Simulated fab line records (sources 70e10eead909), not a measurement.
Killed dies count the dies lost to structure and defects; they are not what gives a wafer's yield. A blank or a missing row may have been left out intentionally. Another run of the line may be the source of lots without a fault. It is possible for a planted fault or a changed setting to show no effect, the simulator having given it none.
Code-filled problem report in 8D (eight disciplines) form | flow nand_harc | the parts of the form that need people (team, actions taken, sign-off) are left out

## 1. WHAT WENT WRONG
Mean of cd_nm at NHARC_P_GATE_CD_MEAS_26: 122.7 nm across 6 wafers in 2 lots; on wafers with no fault it is 119.8 nm (standard deviation 0.49). That puts it +5.9 standard deviations away from the usual mean.
The step: target cd 120 nm.
Earliest sighting: wafer L858.2 on cd_sem-02 at day 10 05:39. At this step, 36 wafers from 12 lots have a number in the record. Rule for "out", or "out of limits": more than 4 standard deviations from the usual mean. Any other wafer with a number is counted as sound.

## 2. WHAT IT IS, WHAT IT ISN'T
question                    | is                     | is not
which readings at this step | cd_nm                  | -
which lots                  | L858, L860             | L845, L846, L847, L849, L852, L853, L864, L865, L867, L868
which wafers of those lots  | all that have a number | -
read on which gauges        | cd_sem-01, cd_sem-02   | cd_sem-03
when                        | from day 10 05:39      | up to then (18 sound wafers); but 12 sound wafers of L864, L865, L867, L868 came after

## 3. WHAT RULES OUT EACH SUSPECT
Counting: a tool stays on the suspect list if, at a process step up to the reading, it processed all lots that are out and no sound lot following the first of them.
- the gauge at NHARC_P_GATE_CD_MEAS_26 has been ruled out. Those wafers that are out were read across 2 gauges (cd_sem-01, cd_sem-02).
- arfi_scanner-03 at NHARC_P_GATE_EXPOSE_23 (exposes mask P GATE, target cd 120 nm): kept. All lots that are out passed through it, beginning with L858 at day 10 05:31, and no sound lot followed; its final sound lot before that point was L853 at day 8 03:26. Out on those wafers are its own readings of exposure_dose_mJ_cm2.
Left after counting: arfi_scanner-03 at NHARC_P_GATE_EXPOSE_23.

## 4. THE CAUSE (what the simulator had put in)
Drift in process parameters on arfi_scanner-03 at NHARC_P_GATE_EXPOSE_23, starting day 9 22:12. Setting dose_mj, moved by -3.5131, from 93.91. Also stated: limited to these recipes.
Only this tool survived the counting.

## 5. THE EFFECT CHAIN, in route order
One row per reading whose mean, taken over the struck wafers that have a number, lies over 3 standard deviations from the usual. Scope: only readings with a usual standard deviation given in the record; hours: median across lots of the time from each lot's start at the first step in this table that gives one to its start at this step; sigmas: change in usual standard deviations.
hours | step                    | reading              | usual    | on struck wafers | change | sigmas
0     | NHARC_P_GATE_EXPOSE_23  | exposure_dose_mJ_cm2 | 93.90    | 90.38            | -3.52  | -40
0     | NHARC_P_GATE_CD_MEAS_26 | cd_nm                | 119.8 nm | 122.7            | +2.9   | +5.9
The process steps in it:
- NHARC_P_GATE_EXPOSE_23: exposes mask P GATE, target cd 120 nm.
Later steps that measure or inspect, where all struck wafers having a row at the step show a number for every such reading and not one has moved that far: NHARC_P_GATE_CD_MEAS_33, NHARC_END_SORT_01.

## 6. HOW IT WOULD HAVE BEEN CAUGHT EARLIER
Counted from the fault's start at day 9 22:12, it took 7 hours until the first out-of-limits reading at a measuring or inspecting step in this record, taken at day 10 05:39.
At NHARC_P_GATE_EXPOSE_23, the tool's own readings (exposure_dose_mJ_cm2) were out on each struck wafer the step has a row for, so an alarm limit on them would have fired on the first such wafer.
Lots out: 2; of these, L860 started NHARC_P_GATE_EXPOSE_23 on arfi_scanner-03 after day 10 05:39. Had the tool been put on hold then, it would have been spared.
